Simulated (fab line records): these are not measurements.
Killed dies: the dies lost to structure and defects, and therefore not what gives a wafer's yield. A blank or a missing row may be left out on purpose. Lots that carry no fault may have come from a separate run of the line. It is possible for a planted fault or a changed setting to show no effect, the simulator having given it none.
Problem report in the 8D (eight disciplines) form, filled by code || flow n5_finfet || the parts of the form that need people (team, actions taken, sign-off) are left out

1. THE ISSUE
At N5_BEOL_M14_CMP_49, barrier_field_endpoint_s averages 6.35 s over 4 wafers from 3 lots, while fault-free wafers read 11.41 s, standard deviation 0.2. Measured from the usual mean, that is -25 standard deviations.
The step: polishes, stops on SiO2, t overpolish 5.2 s, target thk 560 nm.
Seen first at day 13 04:27 on cmp-04, wafer L421.3. The record has a number at this step for 30 wafers belonging to 11 lots. Rule for "out" (also "out of limits"): further than 4 standard deviations from the usual mean. The rest of the wafers with a number are treated as sound.

2. WHAT IT IS, AND WHAT IT ISN'T
{"question": "which readings at this step", "is": "barrier_field_endpoint_s, time_to_endpoint_s", "is not": "head_pressure_psi, motor_current_A, slurry_filter_dp_kPa"}
{"question": "which lots", "is": "L421, L424, L425", "is not": "L414, L415, L427, L429, L431, L434, L435, L436"}
{"question": "which wafers of those lots", "is": "L421.3, L424.1, L424.3, L425.3", "is not": "L421.6, L425.2"}
{"question": "read on which tools", "is": "cmp-04", "is not": "cmp-01, cmp-03"}
{"question": "when", "is": "from day 13 04:27", "is not": "up to then (7 sound wafers); but 19 sound wafers of L425, L427, L429, L431, L434, L435, L436 came after"}

3. WHAT RULES OUT EACH SUSPECT
Counting: any tool at a process step up to the reading remains a suspect provided it ran every lot that is out. Sound lots after the first of them don't rule it out here, since some wafers of a struck lot are sound.
- rtp_anneal-01 at N5_BEOL_M14_ANNEAL_48 (time 90 s): kept. It ran every lot that is out, first L421 (day 13 04:09); its last sound lot up to then is L415 (day 11 18:45).
- cmp-04 at N5_BEOL_M14_CMP_49 (polishes, stops on SiO2, t overpolish 5.2 s, target thk 560 nm): kept. It ran every lot that is out, first L421 (day 13 04:27); its last sound lot up to then is L414 (day 11 03:09). Out on those wafers are its own readings of barrier_field_endpoint_s, time_to_endpoint_s.
- Within cmp-04 at N5_BEOL_M14_CMP_49: the wafers that are out ran in chambers 0, 1, 2; their sound lot-mates ran in chamber 3.
The count leaves cmp-04 at N5_BEOL_M14_CMP_49 and rtp_anneal-01 at N5_BEOL_M14_ANNEAL_48.

4. THE CAUSE (what the simulator had put in)
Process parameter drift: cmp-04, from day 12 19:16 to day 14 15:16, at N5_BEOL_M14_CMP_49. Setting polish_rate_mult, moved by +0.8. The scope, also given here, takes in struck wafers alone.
2 suspects survive the count, and this tool is in that group.

5. THE CHAIN OF EFFECTS, in route order
One row per reading whose mean, taken over the struck wafers that have a number, lies over 3 standard deviations from the usual. Only readings whose record carries a usual standard deviation are examined. hours: median over the lots of the time between each lot's start at the first step of this table that gives one and its start at this step. sigmas: the change, counted in usual standard deviations.
{"hours": 0, "step": "N5_BEOL_M14_CMP_49", "reading": "barrier_field_endpoint_s", "usual": "11.41 s", "on struck wafers": 6.35, "change": -5.06, "sigmas": -25}
{"hours": 0, "step": "N5_BEOL_M14_CMP_49", "reading": "time_to_endpoint_s", "usual": "122.8 s", "on struck wafers": 67.1, "change": -55.7, "sigmas": -19}
Its process steps:
- N5_BEOL_M14_CMP_49: polishes, stops on SiO2, t overpolish 5.2 s, target thk 560 nm.
Later steps that measure or inspect, where all struck wafers having a row at the step show a number for every such reading and not one has moved that far: N5_BEOL_M14_INSPECT_55.

6. HOW IT WOULD HAVE BEEN CAUGHT EARLIER
9 hours passed between the start of the fault at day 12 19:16 and the first reading out of limits in this record, taken at day 13 04:27.
